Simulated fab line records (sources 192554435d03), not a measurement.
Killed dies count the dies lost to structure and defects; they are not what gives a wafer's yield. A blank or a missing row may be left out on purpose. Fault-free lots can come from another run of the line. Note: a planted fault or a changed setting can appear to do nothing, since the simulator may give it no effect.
Tool commonality check || flow n5_finfet || Lots sampled 9, wafers sampled 27

== WHY IT WAS OPENED ==
On 3 of the 9 lots, a flag is raised at N5_BEOL_M4_OCD_MEAS_38 on the reading trench_depth_nm. Wafers without a fault read 55.5 nm, standard deviation 1.3.
Rule: a lot is flagged when every wafer of it that has a number lies more than 4 standard deviations from that mean, or none has a number. All remaining lots are regarded as sound.

{"lot": "L660", "measured": "day 8 15:37", "on": "ocd-02", "trench_depth_nm (nm), wafer by wafer": "54.1 55.0 54.8", "flag": ""}
{"lot": "L661", "measured": "day 8 18:51", "on": "ocd-02", "trench_depth_nm (nm), wafer by wafer": "58.4 56.9 54.5", "flag": ""}
{"lot": "L665", "measured": "day 9 20:22", "on": "ocd-02", "trench_depth_nm (nm), wafer by wafer": "56.1 54.9 55.1", "flag": ""}
{"lot": "L669", "measured": "day 10 19:32", "on": "ocd-02", "trench_depth_nm (nm), wafer by wafer": "0 0 0.2", "flag": "FLAGGED"}
{"lot": "L670", "measured": "day 11 14:38", "on": "ocd-01", "trench_depth_nm (nm), wafer by wafer": "0 0 0.8", "flag": "FLAGGED"}
{"lot": "L672", "measured": "day 12 06:36", "on": "ocd-02", "trench_depth_nm (nm), wafer by wafer": "0.1 0 0.4", "flag": "FLAGGED"}
{"lot": "L673", "measured": "day 12 13:20", "on": "ocd-01", "trench_depth_nm (nm), wafer by wafer": "54.9 55.4 55.6", "flag": ""}
{"lot": "L677", "measured": "day 13 13:55", "on": "ocd-01", "trench_depth_nm (nm), wafer by wafer": "55.1 54.6 54.9", "flag": ""}
{"lot": "L679", "measured": "day 14 01:13", "on": "ocd-01", "trench_depth_nm (nm), wafer by wafer": "56.1 54.2 54.1", "flag": ""}
Average over the flagged lots: 0.2 nm; offset from the usual -55.3 nm, equal to -43 standard deviations.

== EACH LOT AND THE TOOL IT RAN ON ==
Before the reading, the record contains 2 process steps out of a 1938-step route. Every cell lists first the tool, next ch and the chambers used by the sampled wafers, and last the start.
{"lot": "L660", "flag": "", "N5_BEOL_M4_TRENCH_ETCH_37": "rie_diel-03 ch 1,2,3, day 8 15:27", "N5_BEOL_M4_STRIP_97": "rie_diel-03 ch 1,2,3, day 8 15:37 or earlier"}
{"lot": "L661", "flag": "", "N5_BEOL_M4_TRENCH_ETCH_37": "rie_diel-05 ch 0,1,2, day 8 18:42", "N5_BEOL_M4_STRIP_97": "rie_diel-05 ch 0,1,2, day 8 18:51 or earlier"}
{"lot": "L665", "flag": "", "N5_BEOL_M4_TRENCH_ETCH_37": "rie_diel-01 ch 1,2,3, day 9 20:13", "N5_BEOL_M4_STRIP_97": "rie_diel-01 ch 1,2,3, day 9 20:22 or earlier"}
{"lot": "L669", "flag": "FLAGGED", "N5_BEOL_M4_TRENCH_ETCH_37": "rie_diel-03 ch 0,1, day 10 19:22", "N5_BEOL_M4_STRIP_97": "rie_diel-03 ch 0,1, day 10 19:32 or earlier"}
{"lot": "L670", "flag": "FLAGGED", "N5_BEOL_M4_TRENCH_ETCH_37": "rie_diel-01 ch 0,3, day 11 14:28", "N5_BEOL_M4_STRIP_97": "rie_diel-01 ch 0,3, day 11 14:38 or earlier"}
{"lot": "L672", "flag": "FLAGGED", "N5_BEOL_M4_TRENCH_ETCH_37": "rie_diel-01 ch 0,1,3, day 12 06:26", "N5_BEOL_M4_STRIP_97": "rie_diel-01 ch 0,1,3, day 12 06:36 or earlier"}
{"lot": "L673", "flag": "", "N5_BEOL_M4_TRENCH_ETCH_37": "rie_diel-03 ch 1,2,3, day 12 13:11", "N5_BEOL_M4_STRIP_97": "rie_diel-03 ch 1,2,3, day 12 13:20 or earlier"}
{"lot": "L677", "flag": "", "N5_BEOL_M4_TRENCH_ETCH_37": "rie_diel-03 ch 0,1,2, day 13 13:46", "N5_BEOL_M4_STRIP_97": "rie_diel-03 ch 0,1,2, day 13 13:55 or earlier"}
{"lot": "L679", "flag": "", "N5_BEOL_M4_TRENCH_ETCH_37": "rie_diel-03 ch 1,2,3, day 14 01:04", "N5_BEOL_M4_STRIP_97": "rie_diel-03 ch 1,2,3, day 14 01:13 or earlier"}
What the steps here do:
- N5_BEOL_M4_TRENCH_ETCH_37: etches SiOC in C4F6/O2, target depth 55.555 nm, time 29.2 s.
- N5_BEOL_M4_STRIP_97: strips in N2/H2, time 10 s.
- N5_BEOL_M4_OCD_MEAS_38

== FLAGGED AGAINST TOTAL, ONE TOOL AT A TIME (gauges that did the reading follow at the end) ==
{"step": "N5_BEOL_M4_TRENCH_ETCH_37", "tool": "rie_diel-01", "lots run": 3, "flagged": 2, "share of the flagged lots": "some", "sound lots run after its first flagged lot": 0}
{"step": "N5_BEOL_M4_TRENCH_ETCH_37", "tool": "rie_diel-03", "lots run": 5, "flagged": 1, "share of the flagged lots": "some", "sound lots run after its first flagged lot": "3 (L673,L677,L679)"}
{"step": "N5_BEOL_M4_TRENCH_ETCH_37", "tool": "rie_diel-05", "lots run": 1, "flagged": 0, "share of the flagged lots": "none", "sound lots run after its first flagged lot": "-"}
{"step": "N5_BEOL_M4_STRIP_97", "tool": "rie_diel-01", "lots run": 3, "flagged": 2, "share of the flagged lots": "some", "sound lots run after its first flagged lot": 0}
{"step": "N5_BEOL_M4_STRIP_97", "tool": "rie_diel-03", "lots run": 5, "flagged": 1, "share of the flagged lots": "some", "sound lots run after its first flagged lot": "3 (L673,L677,L679)"}
{"step": "N5_BEOL_M4_STRIP_97", "tool": "rie_diel-05", "lots run": 1, "flagged": 0, "share of the flagged lots": "none", "sound lots run after its first flagged lot": "-"}
{"step": "N5_BEOL_M4_OCD_MEAS_38", "tool": "ocd-01", "lots run": 4, "flagged": 1, "share of the flagged lots": "some", "sound lots run after its first flagged lot": "3 (L673,L677,L679)"}
{"step": "N5_BEOL_M4_OCD_MEAS_38", "tool": "ocd-02", "lots run": 5, "flagged": 2, "share of the flagged lots": "some", "sound lots run after its first flagged lot": 0}
N5_BEOL_M4_STRIP_97: start missing for some lots; hours and lot order therefore follow N5_BEOL_M4_OCD_MEAS_38.

== WHAT THE TABLE PERMITS ==
No row of the table ran every flagged lot.

== WHAT HAD BEEN PUT IN BY THE SIMULATOR ==
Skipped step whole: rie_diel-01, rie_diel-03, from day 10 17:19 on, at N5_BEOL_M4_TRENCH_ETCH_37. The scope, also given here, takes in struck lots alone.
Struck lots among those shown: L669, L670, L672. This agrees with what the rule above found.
